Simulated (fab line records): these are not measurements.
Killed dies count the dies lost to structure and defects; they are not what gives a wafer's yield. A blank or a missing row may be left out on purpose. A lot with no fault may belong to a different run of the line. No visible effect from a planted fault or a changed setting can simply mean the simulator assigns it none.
Comparing a struck lot with a sound one	flow n5Finfet	14 steps out of a route of 1938
Sound: these wafers, L420.3, L420.4, L420.6. Struck: wafer L427.4. (L427.1 of the same lot was not struck and is left out.) The cause comes at the end.
Per side, at each step with rows, come the tool, then ch with its chambers, and then its first start. Under that, the readings that differ: sound wafers	struck wafers	difference of the means	sigmas: that difference in standard deviations of wafers without a fault.
alike: readings whose means differ by less than 2 such deviations, and words and numbers that are the same on both sides. not compared: withheld readings, readings that some wafer has no value for, bounds like >300 that may hide the same value, and numbers for which the record gives no deviation and whose values overlap.
The two part at a step that has a row with sigmas, a row that says differs or no value, or rows on one side only. Numbers that have no deviation but don't overlap get no sigmas and don't part them. A reading that every wafer of one side lacks parts them only if that side has two wafers or more.

first, 7 steps without rows for these wafers: N5_BEOL_M6_COAT_60 (time 60 s, resist thk 35 nm); N5_BEOL_M6_COAT_05 (resist thk 90 nm); N5_BEOL_M6_EBR_07; N5_BEOL_M6_SOFTBAKE_06 (time 60 s); N5_BEOL_M6_EXPOSE_08 (exposes mask M6); N5_BEOL_M6_PEB_09 (peb time 60 s); N5_BEOL_M6_DEVELOP_10 (develop time 30 s).
N5_BEOL_M6_CD_MEAS_11 targets a cd of 38.5 nm.
  sound on cdSem-01 ch 0, day 11 16:56; struck on cdSem-01 ch 0, day 13 15:43
  alike: cdNm
N5_BEOL_M6_OVL_MEAS_12:
  sound on overlay-02 ch 0, day 11 16:58; struck on overlay-01 ch 0, day 13 15:45
  alike: M6_OVL
N5_BEOL_M6_INSPECT_13: inspects for defects (brightfield).
  sound: defectInspect-01 at day 11 16:59; struck: defectInspect-02 at day 13 15:47
  alike: rawDefectCount
N5_BEOL_M6_DESCUM_16: chemistry O2, time 7.9 s.
  sound on rieDiel-06 ch 0,2,3, day 11 17:01; struck on rieDiel-06 ch 0, day 13 15:52
  alike: drypumpMotorCurrentA, oesProductAu, rfVppV, showerheadPlenumPTorr, tempC, throttleValvePct
  not compared: rfHoursCounterH
N5_BEOL_M6_ETCH_61: etches SiARC in CF4, target depth 45.5 nm, time 75.8 s.
  sound on rieDiel-06 ch 0,2,3, day 11 17:03; struck on rieDiel-06 ch 0, day 13 15:53
  alike: biasW, drypumpMotorCurrentA, etchRfOnTimeS, oesProductAu, rfVppV, showerheadPlenumPTorr, throttleValvePct
  not compared: rfHoursCounterH
N5_BEOL_M6_ETCH_62: etches SOC in N2/H2, target depth 110 nm, overetch 22 nm, time 165 s.
  sound on rieDiel-06 ch 0,2,3, day 11 17:07; struck on rieDiel-06 ch 0, day 13 15:57
reading	sound	struck	difference	sigmas
tempC (C)	39.98 39.90 40.05	40.21	+0.23	+2
model.SiARC_of_BEOL_M6_COAT_60.thkNm (nm)	28.6 28.4 28.6	29.2	+0.7	
  alike: drypumpMotorCurrentA, oesProductAu, rfVppV, showerheadPlenumPTorr, throttleValvePct
  not compared: biasW, rfHoursCounterH
then, 1 step without rows for these wafers: N5_BEOL_M6_STRIP_68 (strips in N2/H2).

## WHERE THEY PART
Only at N5_BEOL_M6_ETCH_62, as far as this record shows.

WHY: the cause the simulator had injected
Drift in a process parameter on rieDiel-06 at N5_BEOL_M6_ETCH_62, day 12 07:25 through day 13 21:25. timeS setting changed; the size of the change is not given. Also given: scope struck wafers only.
